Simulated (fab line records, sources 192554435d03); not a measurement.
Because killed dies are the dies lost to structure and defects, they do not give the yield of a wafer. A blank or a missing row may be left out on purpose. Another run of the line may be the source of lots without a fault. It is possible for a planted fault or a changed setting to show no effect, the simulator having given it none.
Matching of chambers	flow n5-finfet	N5_BEOL_M2_STRIP_66 on rie-diel-01 has 4 sister chambers
The step strips in CF4. 14 wafers are shown with their chamber, then 7 later ones without.

## WAFERS, EACH WITH ITS CHAMBER
wafer	chamber	showerhead-plenum-p-Torr (Torr)	throttle-valve-pct (%)	oes-product-au (a.u.)
L074.1	0	1.73	13.69	0.77
L074.4	3	1.65	13.45	0.75
L074.6	3	1.65	13.45	0.76
L083.2	1	1.76	13.23	0.81
L083.3	0	1.73	13.71	0.76
L083.6	3	1.64	13.47	0.74
L084.1	2	1.84	13.76	0.70
L084.3	0	1.73	13.72	0.75
L084.4	3	1.64	13.48	0.74
L087.1	3	1.64	13.49	0.74
L087.2	2	1.83	13.76	0.70
L087.5	2	1.83	13.76	0.69
L088.2	1	1.76	13.26	0.79
L088.3	3	1.64	13.50	0.74

SIGNATURES (means of the wafers above)
reading	chamber 0	chamber 1	chamber 2	chamber 3	scatter within a chamber
showerhead-plenum-p-Torr	1.7300	1.7600	1.8333	1.6433	0.00447
throttle-valve-pct	13.7067	13.2450	13.7600	13.4733	0.0175
oes-product-au	0.7600	0.8000	0.6967	0.7450	0.00904
Rule: for a wafer and a chamber, the distance is found by dividing, reading by reading, the gap between the wafer's reading and the chamber's mean by the reading's scatter, squaring, summing and taking the root. The wafer belongs to the nearest chamber; if the next one is less than 2 further off, it can't be placed. The scatter: the root of (the sum of the squares of (reading less its chamber's mean) over the shown wafers, divided by (wafers less chambers)).

## WAFERS WITHOUT THEIR CHAMBER
wafer	showerhead-plenum-p-Torr (Torr)	throttle-valve-pct (%)	oes-product-au (a.u.)
L088.6	1.64	13.50	0.74
L091.2	1.76	13.26	0.80
L091.5	1.83	13.77	0.70
L091.6	1.64	13.53	0.73
L095.2	1.72	13.77	0.75
L095.5	1.72	13.77	0.75
L095.6	1.64	13.51	0.73

## THE CHAMBER EACH PASSED THROUGH
wafer	from the rows above	in truth
L088.6	3	3
L091.2	1	1
L091.5	2	2
L091.6	3	3
L095.2	0	0
L095.5	0	0
L095.6	3	3
7 of 7 placed correctly. Not placeable from these rows: 0. Wrongly placed: 0.
